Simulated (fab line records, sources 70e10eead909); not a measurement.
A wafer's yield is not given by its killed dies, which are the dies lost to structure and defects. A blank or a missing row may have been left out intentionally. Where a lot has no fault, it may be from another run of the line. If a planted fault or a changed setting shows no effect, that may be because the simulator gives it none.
Matching of chambers + flow nand harc + NHARC_P_STI_ETCH_42 on rie diel-12 has 4 sister chambers
The step etches the open film in N2/H2, target depth 80 nm, overetch 24 nm, time 61 s. 16 wafers are shown with their chamber, then 8 later ones without.

== WAFERS WITH THEIR CHAMBER ==
| wafer  | chamber | drypump motor current A (A) | rf vpp V (V) | oes product au (a.u.) |
|--------|---------|-----------------------------|--------------|-----------------------|
| L102.1 | 1       | 6.6                         | 429.8        | 1.007                 |
| L102.4 | 0       | 6.0                         | 427.6        | 1.000                 |
| L102.5 | 1       | 6.6                         | 431.5        | 1.000                 |
| L105.1 | 2       | 5.1                         | 429.0        | 1.007                 |
| L105.4 | 0       | 6.0                         | 428.4        | 0.996                 |
| L105.6 | 2       | 5.2                         | 427.2        | 1.001                 |
| L110.2 | 1       | 6.6                         | 430.5        | 1.005                 |
| L110.3 | 2       | 5.2                         | 427.4        | 1.007                 |
| L110.4 | 3       | 5.1                         | 426.0        | 1.017                 |
| L112.2 | 0       | 6.0                         | 429.4        | 1.004                 |
| L112.3 | 1       | 6.6                         | 429.2        | 0.996                 |
| L112.6 | 1       | 6.6                         | 429.9        | 0.995                 |
| L114.2 | 2       | 5.2                         | 428.6        | 1.008                 |
| L114.4 | 1       | 6.6                         | 429.9        | 0.992                 |
| L114.5 | 0       | 6.0                         | 428.3        | 1.001                 |
| L115.1 | 3       | 5.1                         | 424.9        | 1.004                 |

SIGNATURES (averages over the wafers above)
| reading                 | chamber 0 | chamber 1 | chamber 2 | chamber 3 | scatter within a chamber |
|-------------------------|-----------|-----------|-----------|-----------|--------------------------|
| drypump motor current A | 6.000     | 6.600     | 5.175     | 5.100     | 0.025                    |
| rf vpp V                | 428.425   | 430.133   | 428.050   | 425.450   | 0.801                    |
| oes product au          | 1.00025   | 0.99917   | 1.00575   | 1.01050   | 0.00519                  |
Rule: a wafer lies at a distance from a chamber equal to the root of the sum of squares, over the readings, of (its reading less the chamber's mean, divided by the reading's scatter). If the next closest chamber is less than 2 further off than the closest, the wafer can't be placed; otherwise it belongs to the closest. How the scatter is found: for the shown wafers, subtract from each reading the mean of its chamber, square and add these, divide the total by (wafers less chambers), then take the root.

== WAFERS WHOSE CHAMBER IS MISSING ==
| wafer  | drypump motor current A (A) | rf vpp V (V) | oes product au (a.u.) |
|--------|-----------------------------|--------------|-----------------------|
| L115.4 | 6.0                         | 428.6        | 1.010                 |
| L115.5 | 5.1                         | 426.2        | 1.016                 |
| L117.1 | 5.1                         | 426.2        | 1.005                 |
| L117.5 | 6.0                         | 428.0        | 1.008                 |
| L117.6 | 6.6                         | 429.5        | 0.994                 |
| L118.3 | 6.0                         | 429.5        | 1.008                 |
| L118.4 | 5.2                         | 427.8        | 1.007                 |
| L118.6 | 5.1                         | 426.5        | 1.004                 |

== WHICH CHAMBER EACH ONE RAN IN ==
| wafer  | from the rows above     | in truth |
|--------|-------------------------|----------|
| L115.4 | 0                       | 0        |
| L115.5 | 3                       | 3        |
| L117.1 | 3                       | 3        |
| L117.5 | 0                       | 0        |
| L117.6 | 1                       | 1        |
| L118.3 | 0                       | 0        |
| L118.4 | 2                       | 2        |
| L118.6 | can't be placed: 3 or 2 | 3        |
Placed correctly: 7 of 8. Not placeable from these rows: 1 (in 1, the candidates include the true chamber). 0 placed wrongly.
